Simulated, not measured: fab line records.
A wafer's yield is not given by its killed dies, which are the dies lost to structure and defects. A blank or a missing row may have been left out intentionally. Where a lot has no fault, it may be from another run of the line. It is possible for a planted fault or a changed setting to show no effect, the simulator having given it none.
Matching of chambers || flow nand harc || NHARC_P_BONDPAD_DESCUM_11 on rie diel-10 has 4 sister chambers
The step chemistry O2, time 3 s. 45 wafers are shown with their chamber, then 12 later ones without.

## WAFERS, EACH WITH ITS CHAMBER
{"wafer": "L076.1", "chamber": 0, "drypump motor current A (A)": 6.5, "showerhead plenum p Torr (Torr)": 2.03, "rf vpp V (V)": 57.4}
{"wafer": "L076.2", "chamber": 3, "drypump motor current A (A)": 4.9, "showerhead plenum p Torr (Torr)": 1.93, "rf vpp V (V)": 59.8}
{"wafer": "L076.5", "chamber": 0, "drypump motor current A (A)": 6.5, "showerhead plenum p Torr (Torr)": 2.03, "rf vpp V (V)": 56.5}
{"wafer": "L075.2", "chamber": 2, "drypump motor current A (A)": 6.3, "showerhead plenum p Torr (Torr)": 2.04, "rf vpp V (V)": 59.0}
{"wafer": "L075.3", "chamber": 0, "drypump motor current A (A)": 6.5, "showerhead plenum p Torr (Torr)": 2.03, "rf vpp V (V)": 59.7}
{"wafer": "L075.6", "chamber": 0, "drypump motor current A (A)": 6.5, "showerhead plenum p Torr (Torr)": 2.03, "rf vpp V (V)": 58.2}
{"wafer": "L077.3", "chamber": 3, "drypump motor current A (A)": 4.9, "showerhead plenum p Torr (Torr)": 1.93, "rf vpp V (V)": 57.9}
{"wafer": "L077.4", "chamber": 0, "drypump motor current A (A)": 6.5, "showerhead plenum p Torr (Torr)": 2.03, "rf vpp V (V)": 58.0}
{"wafer": "L077.5", "chamber": 2, "drypump motor current A (A)": 6.3, "showerhead plenum p Torr (Torr)": 2.04, "rf vpp V (V)": 57.9}
{"wafer": "L078.2", "chamber": 1, "drypump motor current A (A)": 6.4, "showerhead plenum p Torr (Torr)": 1.86, "rf vpp V (V)": 57.5}
{"wafer": "L078.5", "chamber": 3, "drypump motor current A (A)": 4.9, "showerhead plenum p Torr (Torr)": 1.93, "rf vpp V (V)": 57.5}
{"wafer": "L078.6", "chamber": 2, "drypump motor current A (A)": 6.2, "showerhead plenum p Torr (Torr)": 2.04, "rf vpp V (V)": 58.0}
{"wafer": "L080.1", "chamber": 3, "drypump motor current A (A)": 4.9, "showerhead plenum p Torr (Torr)": 1.93, "rf vpp V (V)": 57.5}
{"wafer": "L080.2", "chamber": 2, "drypump motor current A (A)": 6.3, "showerhead plenum p Torr (Torr)": 2.04, "rf vpp V (V)": 58.8}
{"wafer": "L080.6", "chamber": 1, "drypump motor current A (A)": 6.4, "showerhead plenum p Torr (Torr)": 1.86, "rf vpp V (V)": 56.0}
{"wafer": "L079.1", "chamber": 0, "drypump motor current A (A)": 6.5, "showerhead plenum p Torr (Torr)": 2.03, "rf vpp V (V)": 58.0}
{"wafer": "L079.4", "chamber": 2, "drypump motor current A (A)": 6.3, "showerhead plenum p Torr (Torr)": 2.04, "rf vpp V (V)": 59.6}
{"wafer": "L079.6", "chamber": 1, "drypump motor current A (A)": 6.4, "showerhead plenum p Torr (Torr)": 1.86, "rf vpp V (V)": 56.4}
{"wafer": "L081.1", "chamber": 2, "drypump motor current A (A)": 6.3, "showerhead plenum p Torr (Torr)": 2.04, "rf vpp V (V)": 58.9}
{"wafer": "L081.3", "chamber": 1, "drypump motor current A (A)": 6.4, "showerhead plenum p Torr (Torr)": 1.86, "rf vpp V (V)": 57.7}
{"wafer": "L081.6", "chamber": 1, "drypump motor current A (A)": 6.4, "showerhead plenum p Torr (Torr)": 1.86, "rf vpp V (V)": 57.9}
{"wafer": "L082.3", "chamber": 1, "drypump motor current A (A)": 6.4, "showerhead plenum p Torr (Torr)": 1.86, "rf vpp V (V)": 57.0}
{"wafer": "L082.4", "chamber": 3, "drypump motor current A (A)": 4.9, "showerhead plenum p Torr (Torr)": 1.93, "rf vpp V (V)": 57.2}
{"wafer": "L082.6", "chamber": 0, "drypump motor current A (A)": 6.5, "showerhead plenum p Torr (Torr)": 2.03, "rf vpp V (V)": 59.6}
{"wafer": "L085.1", "chamber": 3, "drypump motor current A (A)": 4.9, "showerhead plenum p Torr (Torr)": 1.93, "rf vpp V (V)": 57.4}
{"wafer": "L085.3", "chamber": 1, "drypump motor current A (A)": 6.4, "showerhead plenum p Torr (Torr)": 1.86, "rf vpp V (V)": 56.7}
{"wafer": "L085.4", "chamber": 0, "drypump motor current A (A)": 6.5, "showerhead plenum p Torr (Torr)": 2.03, "rf vpp V (V)": 56.4}
{"wafer": "L084.2", "chamber": 0, "drypump motor current A (A)": 6.5, "showerhead plenum p Torr (Torr)": 2.03, "rf vpp V (V)": 58.7}
{"wafer": "L084.3", "chamber": 3, "drypump motor current A (A)": 4.9, "showerhead plenum p Torr (Torr)": 1.93, "rf vpp V (V)": 57.9}
{"wafer": "L084.6", "chamber": 2, "drypump motor current A (A)": 6.3, "showerhead plenum p Torr (Torr)": 2.04, "rf vpp V (V)": 59.0}
{"wafer": "L086.2", "chamber": 3, "drypump motor current A (A)": 4.9, "showerhead plenum p Torr (Torr)": 1.93, "rf vpp V (V)": 59.1}
{"wafer": "L086.4", "chamber": 1, "drypump motor current A (A)": 6.4, "showerhead plenum p Torr (Torr)": 1.86, "rf vpp V (V)": 58.3}
{"wafer": "L086.5", "chamber": 0, "drypump motor current A (A)": 6.5, "showerhead plenum p Torr (Torr)": 2.03, "rf vpp V (V)": 59.4}
{"wafer": "L088.2", "chamber": 0, "drypump motor current A (A)": 6.5, "showerhead plenum p Torr (Torr)": 2.02, "rf vpp V (V)": 58.0}
{"wafer": "L088.5", "chamber": 3, "drypump motor current A (A)": 4.9, "showerhead plenum p Torr (Torr)": 1.93, "rf vpp V (V)": 57.5}
{"wafer": "L088.6", "chamber": 2, "drypump motor current A (A)": 6.3, "showerhead plenum p Torr (Torr)": 2.03, "rf vpp V (V)": 57.5}
{"wafer": "L089.1", "chamber": 3, "drypump motor current A (A)": 4.9, "showerhead plenum p Torr (Torr)": 1.93, "rf vpp V (V)": 57.1}
{"wafer": "L089.4", "chamber": 2, "drypump motor current A (A)": 6.3, "showerhead plenum p Torr (Torr)": 2.04, "rf vpp V (V)": 57.9}
{"wafer": "L089.5", "chamber": 0, "drypump motor current A (A)": 6.5, "showerhead plenum p Torr (Torr)": 2.02, "rf vpp V (V)": 58.5}
{"wafer": "L090.1", "chamber": 2, "drypump motor current A (A)": 6.3, "showerhead plenum p Torr (Torr)": 2.03, "rf vpp V (V)": 57.9}
{"wafer": "L090.2", "chamber": 1, "drypump motor current A (A)": 6.4, "showerhead plenum p Torr (Torr)": 1.86, "rf vpp V (V)": 56.8}
{"wafer": "L090.4", "chamber": 1, "drypump motor current A (A)": 6.4, "showerhead plenum p Torr (Torr)": 1.86, "rf vpp V (V)": 59.3}
{"wafer": "L092.1", "chamber": 2, "drypump motor current A (A)": 6.3, "showerhead plenum p Torr (Torr)": 2.04, "rf vpp V (V)": 59.1}
{"wafer": "L092.2", "chamber": 3, "drypump motor current A (A)": 4.9, "showerhead plenum p Torr (Torr)": 1.93, "rf vpp V (V)": 59.2}
{"wafer": "L092.4", "chamber": 3, "drypump motor current A (A)": 4.9, "showerhead plenum p Torr (Torr)": 1.93, "rf vpp V (V)": 58.1}

SIGNATURES (means of the wafers above)
{"reading": "drypump motor current A", "chamber 0": 6.500, "chamber 1": 6.400, "chamber 2": 6.291, "chamber 3": 4.900, "scatter within a chamber": 0.0149}
{"reading": "showerhead plenum p Torr", "chamber 0": 2.0283, "chamber 1": 1.8600, "chamber 2": 2.0382, "chamber 3": 1.9300, "scatter within a chamber": 0.00284}
{"reading": "rf vpp V", "chamber 0": 58.200, "chamber 1": 57.360, "chamber 2": 58.509, "chamber 3": 58.017, "scatter within a chamber": 0.92}
Rule: a wafer lies at a distance from a chamber equal to the root of the sum of squares, over the readings, of (its reading less the chamber's mean, divided by the reading's scatter). The wafer belongs to the nearest chamber; if the next one is less than 2 further off, it can't be placed. The scatter: take each reading less its chamber's mean, square it, sum over the shown wafers, divide by the number of wafers less the number of chambers, and take the root.

## WAFERS WHOSE CHAMBER IS MISSING
{"wafer": "L091.1", "drypump motor current A (A)": 6.3, "showerhead plenum p Torr (Torr)": 2.03, "rf vpp V (V)": 57.9}
{"wafer": "L091.3", "drypump motor current A (A)": 6.3, "showerhead plenum p Torr (Torr)": 1.86, "rf vpp V (V)": 57.6}
{"wafer": "L091.5", "drypump motor current A (A)": 6.3, "showerhead plenum p Torr (Torr)": 1.86, "rf vpp V (V)": 57.3}
{"wafer": "L093.1", "drypump motor current A (A)": 4.9, "showerhead plenum p Torr (Torr)": 1.93, "rf vpp V (V)": 59.0}
{"wafer": "L093.2", "drypump motor current A (A)": 6.3, "showerhead plenum p Torr (Torr)": 2.03, "rf vpp V (V)": 57.6}
{"wafer": "L093.3", "drypump motor current A (A)": 6.5, "showerhead plenum p Torr (Torr)": 2.02, "rf vpp V (V)": 57.5}
{"wafer": "L094.1", "drypump motor current A (A)": 4.9, "showerhead plenum p Torr (Torr)": 1.93, "rf vpp V (V)": 57.3}
{"wafer": "L094.3", "drypump motor current A (A)": 6.3, "showerhead plenum p Torr (Torr)": 2.03, "rf vpp V (V)": 59.1}
{"wafer": "L094.5", "drypump motor current A (A)": 6.4, "showerhead plenum p Torr (Torr)": 2.02, "rf vpp V (V)": 57.8}
{"wafer": "L095.2", "drypump motor current A (A)": 6.5, "showerhead plenum p Torr (Torr)": 2.02, "rf vpp V (V)": 58.1}
{"wafer": "L095.4", "drypump motor current A (A)": 4.9, "showerhead plenum p Torr (Torr)": 1.93, "rf vpp V (V)": 57.9}
{"wafer": "L095.5", "drypump motor current A (A)": 6.5, "showerhead plenum p Torr (Torr)": 2.02, "rf vpp V (V)": 56.5}

## CHAMBER TAKEN BY EACH
{"wafer": "L091.1", "from the rows above": 2, "in truth": 2}
{"wafer": "L091.3", "from the rows above": 1, "in truth": 1}
{"wafer": "L091.5", "from the rows above": 1, "in truth": 1}
{"wafer": "L093.1", "from the rows above": 3, "in truth": 3}
{"wafer": "L093.2", "from the rows above": 2, "in truth": 2}
{"wafer": "L093.3", "from the rows above": 0, "in truth": 0}
{"wafer": "L094.1", "from the rows above": 3, "in truth": 3}
{"wafer": "L094.3", "from the rows above": 2, "in truth": 2}
{"wafer": "L094.5", "from the rows above": 0, "in truth": 0}
{"wafer": "L095.2", "from the rows above": 0, "in truth": 0}
{"wafer": "L095.4", "from the rows above": 3, "in truth": 3}
{"wafer": "L095.5", "from the rows above": 0, "in truth": 0}
Correctly placed: 12 of 12. Can't be placed from these rows: 0. Wrongly placed: 0.
